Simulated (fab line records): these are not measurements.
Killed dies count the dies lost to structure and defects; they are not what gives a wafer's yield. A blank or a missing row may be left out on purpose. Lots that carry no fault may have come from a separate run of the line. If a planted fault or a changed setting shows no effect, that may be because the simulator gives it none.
Chamber matching | flow nandHarc | pecvd-02 running NHARC_A_CONTACT_DEP_58: 3 sister chambers
The step deposits SiON, target thk 90 nm. 6 wafers are shown with their chamber, then 8 later ones without.

## WAFERS WITH THEIR CHAMBER
wafer  | chamber | heaterPowerW (W)
L085.1 | 1       | 695
L085.6 | 1       | 737
L088.2 | 2       | 889
L088.3 | 0       | 742
L088.5 | 2       | 901
L089.2 | 0       | 714

## WAFERS WITHOUT THEIR CHAMBER
wafer  | heaterPowerW (W)
L089.3 | 864
L089.4 | 841
L092.3 | 870
L092.5 | 829
L092.6 | 718
L097.1 | 836
L097.3 | 905
L097.5 | 852

## WHICH CHAMBER EACH ONE RAN IN
wafer  | from the rows above     | in truth
L089.3 | 2                       | 2
L089.4 | 2                       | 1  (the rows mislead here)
L092.3 | 2                       | 2
L092.5 | can't be placed: 2 or 0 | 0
L092.6 | can't be placed: 1 or 0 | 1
L097.1 | 2                       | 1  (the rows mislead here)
L097.3 | 2                       | 2
L097.5 | 2                       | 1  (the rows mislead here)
Placed correctly: 3 of 8. Unplaceable from these rows: 2, with the true chamber sitting among the candidates in 2. Wrongly placed: 3.
How it was worked out, from the rows above alone: a wafer's distance from a chamber is the root of the sum, over the readings, of the square of ((its reading less the chamber's mean) divided by the reading's scatter). If the next closest chamber is less than 2 further off than the closest, the wafer can't be placed; otherwise it belongs to the closest. For every chamber, the mean is computed from those of its wafers that are shown. The scatter: take each reading less its chamber's mean, square it, sum over the shown wafers, divide by the number of wafers less the number of chambers, and take the root.
